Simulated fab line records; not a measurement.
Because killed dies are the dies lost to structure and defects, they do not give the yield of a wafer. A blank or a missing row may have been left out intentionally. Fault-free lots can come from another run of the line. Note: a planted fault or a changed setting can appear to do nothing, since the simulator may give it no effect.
Lot-split experiment | flow n5Finfet | route with 1938 steps; 7 lots, 39 wafers read

== THE SPLIT ITSELF ==
At N5_BEOL_M4_TRENCH_ETCH_37 (etches SiOC in C4F6/O2, target depth 55.555 nm, time 29.2 s), the setting timeS was moved away from the recipe's 29.2 s on 18 of the 39 wafers read, by -57.8% to +43.9%. All remaining wafers had this setting at the recipe value.

== FROM THE SPLIT TO THE READING: what the file shows between them, 8 steps ==
- N5_BEOL_M4_ETCH_41: etches SiCN in CH3F/O2, target depth 29.9 nm, time 52.5 s
- N5_BEOL_M4_STRIP_97: strips in N2/H2, time 10 s
- N5_BEOL_M4_OCD_MEAS_38
- N5_BEOL_M4_HM_STRIP_39: strips TiN in peroxide tin strip, target depth 25 nm, time 158 s
- N5_BEOL_M4_SRD_40: time 30 s
- N5_BEOL_M4_ECD_50: material Cu, target thk 300 nm
- N5_BEOL_M4_ANNEAL_51: time 90 s
- N5_BEOL_M4_CMP_52: polishes, stops on SiOC, t overpolish 6.8 s, target thk 40 nm

== THE READING ==
M4_THK, in nm, at N5_BEOL_M4_THK_MEAS_53 (measures by xrf). A value of 39.4 nm with a standard deviation of 1.3 nm is what fault-free wafers of this fab line usually give.

wafer  | tool, chamber at the split | timeS as run, s | against the recipe | M4_THK, nm | against lot-mates on the recipe
L076.1 | rieDiel-04, 3              | 29.2            | recipe             | 38.5       | -
L076.2 | rieDiel-04, 0              | 12.33           | -57.8%             | 9.5        | -29.3
L076.3 | rieDiel-04, 2              | 12.33           | -57.8%             | 7.1        | -31.7
L076.4 | rieDiel-04, 1              | 29.2            | recipe             | 37.5       | -
L076.5 | rieDiel-04, 1              | 29.2            | recipe             | 40.4       | -
L076.6 | rieDiel-04, 2              | 12.33           | -57.8%             | 7.4        | -31.4
L074.1 | rieDiel-03, 2              | 42.02           | +43.9%             | 63.4       | +23.4
L074.2 | rieDiel-03, 1              | 29.2            | recipe             | 40.0       | -
L074.3 | rieDiel-03, 3              | 42.02           | +43.9%             | 63.2       | +23.2
L074.4 | rieDiel-03, 0              | 29.2            | recipe             | 41.1       | -
L074.5 | rieDiel-03, 0              | 29.2            | recipe             | 38.9       | -
L074.6 | rieDiel-03, 1              | 42.02           | +43.9%             | 63.5       | +23.5
L082.1 | rieDiel-03, 2              | 29.2            | recipe             | 36.2       | -
L082.4 | rieDiel-03, 1              | 29.2            | recipe             | 38.2       | -
L082.6 | rieDiel-03, 2              | 29.2            | recipe             | 37.5       | -
L086.1 | rieDiel-06, 3              | 34.3            | +17.5%             | 50.6       | +11.2
L086.2 | rieDiel-06, 2              | 29.2            | recipe             | 40.6       | -
L086.3 | rieDiel-06, 0              | 29.2            | recipe             | 38.7       | -
L086.4 | rieDiel-06, 1              | 34.3            | +17.5%             | 49.1       | +9.7
L086.5 | rieDiel-06, 0              | 29.2            | recipe             | 39.0       | -
L086.6 | rieDiel-06, 3              | 34.3            | +17.5%             | 51.2       | +11.8
L088.1 | rieDiel-03, 3              | 29.2            | recipe             | 39.7       | -
L088.2 | rieDiel-03, 0              | 19.64           | -32.7%             | 21.1       | -18.7
L088.3 | rieDiel-03, 2              | 19.64           | -32.7%             | 22.3       | -17.5
L088.4 | rieDiel-03, 1              | 29.2            | recipe             | 39.4       | -
L088.5 | rieDiel-03, 1              | 19.64           | -32.7%             | 22.6       | -17.2
L088.6 | rieDiel-03, 0              | 29.2            | recipe             | 40.2       | -
L094.1 | rieDiel-06, 1              | 29.2            | recipe             | 39.4       | -
L094.2 | rieDiel-06, 0              | 23.61           | -19.1%             | 29.1       | -11.4
L094.3 | rieDiel-06, 3              | 23.61           | -19.1%             | 30.0       | -10.5
L094.4 | rieDiel-06, 2              | 29.2            | recipe             | 40.3       | -
L094.5 | rieDiel-06, 0              | 23.61           | -19.1%             | 30.1       | -10.4
L094.6 | rieDiel-06, 3              | 29.2            | recipe             | 41.7       | -
L095.1 | rieDiel-03, 3              | 29.2            | recipe             | 40.8       | -
L095.2 | rieDiel-03, 2              | 29.2            | recipe             | 40.8       | -
L095.3 | rieDiel-03, 2              | 40              | +37.0%             | 58.6       | +17.3
L095.4 | rieDiel-03, 3              | 29.2            | recipe             | 42.3       | -
L095.5 | rieDiel-03, 3              | 40              | +37.0%             | 61.8       | +20.5
L095.6 | rieDiel-03, 2              | 40              | +37.0%             | 60.5       | +19.2

FIT RESULTS
A straight line over all 39 wafers: M4_THK changes by +0.548 nm for each +1% of timeS; r = +1.00; the points scatter about the line by 1.3 nm.
The same after taking each lot's own level away (the mean of its wafers on the recipe; 39 wafers): +0.535 nm for each +1%; r = +1.00; scatter 1 nm.
Per that fit: largest timeS move, reading shift of 31 nm.
Measured against the standard deviation above, the lots' own levels, which go from 37.30 to 41.30 nm, span 3.1 times it.
The two slopes agree, so the slope changes little with the lot-to-lot level.
Check: with one of the wafers moved furthest among these (-57.8%) left out of the fit, the line predicts -31.2 nm for it against its lot-mates. It came out at -29.3 nm against them.

== THE WHOLE CHAIN: every reading that the file lists as answering this split, in the file's order ==
step                      | what it does                                                  | reading                                                                         | change (the file's fit)                | r (the file's)
N5_BEOL_M4_TRENCH_ETCH_37 | etches SiOC in C4F6/O2, target depth 55.555 nm, time 29.2 s   | etch.depthNm (the simulator's own value, which no gauge read)                   | +0.556 nm for each +1% of the setting  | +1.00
N5_BEOL_M4_TRENCH_ETCH_37 | etches SiOC in C4F6/O2, target depth 55.555 nm, time 29.2 s   | BEOL_M4.featureDepthNm (the simulator's own value, which no gauge read)         | +0.555 nm for each +1% of the setting  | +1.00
N5_BEOL_M4_TRENCH_ETCH_37 | etches SiOC in C4F6/O2, target depth 55.555 nm, time 29.2 s   | TiN_of_BEOL_M4_HM_DEP_02.thkNm (the simulator's own value, which no gauge read) | -0.0256 nm for each +1% of the setting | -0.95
N5_BEOL_M4_OCD_MEAS_38    |                                                               | trenchDepthNm                                                                   | +0.554 nm for each +1% of the setting  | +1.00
N5_BEOL_M4_CMP_52         | polishes, stops on SiOC, t overpolish 6.8 s, target thk 40 nm | Cu_of_BEOL_M4_ECD_50.thkNm (the simulator's own value, which no gauge read)     | +0.539 nm for each +1% of the setting  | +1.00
N5_BEOL_M4_THK_MEAS_53    | measures by xrf                                               | M4_THK                                                                          | +0.535 for each +1% of the setting     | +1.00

== THE FILE'S OWN FIT ==
M4_THK changes by +0.535 nm for each +1% of timeS, r = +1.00.
